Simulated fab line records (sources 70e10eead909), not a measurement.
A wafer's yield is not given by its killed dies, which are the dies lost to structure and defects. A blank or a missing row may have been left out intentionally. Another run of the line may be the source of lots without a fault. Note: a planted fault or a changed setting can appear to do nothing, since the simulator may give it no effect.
Matching of chambers -- flow nand harc -- NHARC_P_M0_PRE_CLEAN_31 on pecvd-03: 3 sister chambers
The step time 12 s. 14 wafers are shown with their chamber, then 7 later ones without.

== WAFERS, EACH WITH ITS CHAMBER ==
wafer,chamber,heater power outer w (W),heater power w (W)
L076.3,0,434,710
L076.4,1,367,628
L076.5,2,336,603
L078.2,0,387,651
L078.5,0,386,644
L078.6,1,342,579
L079.4,2,338,604
L079.5,0,397,663
L079.6,1,302,538
L082.2,1,336,567
L082.5,0,365,635
L082.6,2,333,588
L084.4,1,303,517
L084.5,2,285,513

SIGNATURES (means of the wafers above)
reading,chamber 0,chamber 1,chamber 2,scatter within a chamber
heater power outer w,393.80,330.00,323.00,26.2
heater power w,660.60,565.80,577.00,38.5
Rule: for a wafer and a chamber, the distance is found by dividing, reading by reading, the gap between the wafer's reading and the chamber's mean by the reading's scatter, squaring, summing and taking the root. The wafer belongs to the nearest chamber; if the next one is less than 2 further off, it can't be placed. The scatter: take each reading less its chamber's mean, square it, sum over the shown wafers, divide by the number of wafers less the number of chambers, and take the root.

== WAFERS WHOSE CHAMBER IS MISSING ==
wafer,heater power outer w (W),heater power w (W)
L084.6,352,603
L090.3,342,587
L090.5,397,646
L090.6,329,567
L095.2,332,576
L095.4,351,598
L095.5,337,579

== CHAMBER TAKEN BY EACH ==
wafer,from the rows above,in truth
L084.6,can't be placed: 1 or 2 or 0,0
L090.3,can't be placed: 1 or 2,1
L090.5,0,0
L090.6,can't be placed: 1 or 2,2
L095.2,can't be placed: 1 or 2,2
L095.4,can't be placed: 1 or 2 or 0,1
L095.5,can't be placed: 1 or 2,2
Correctly placed: 1 of 7. Cannot be placed on the basis of these rows: 6; the candidates contain the true chamber in 6. Placed wrongly: 0.
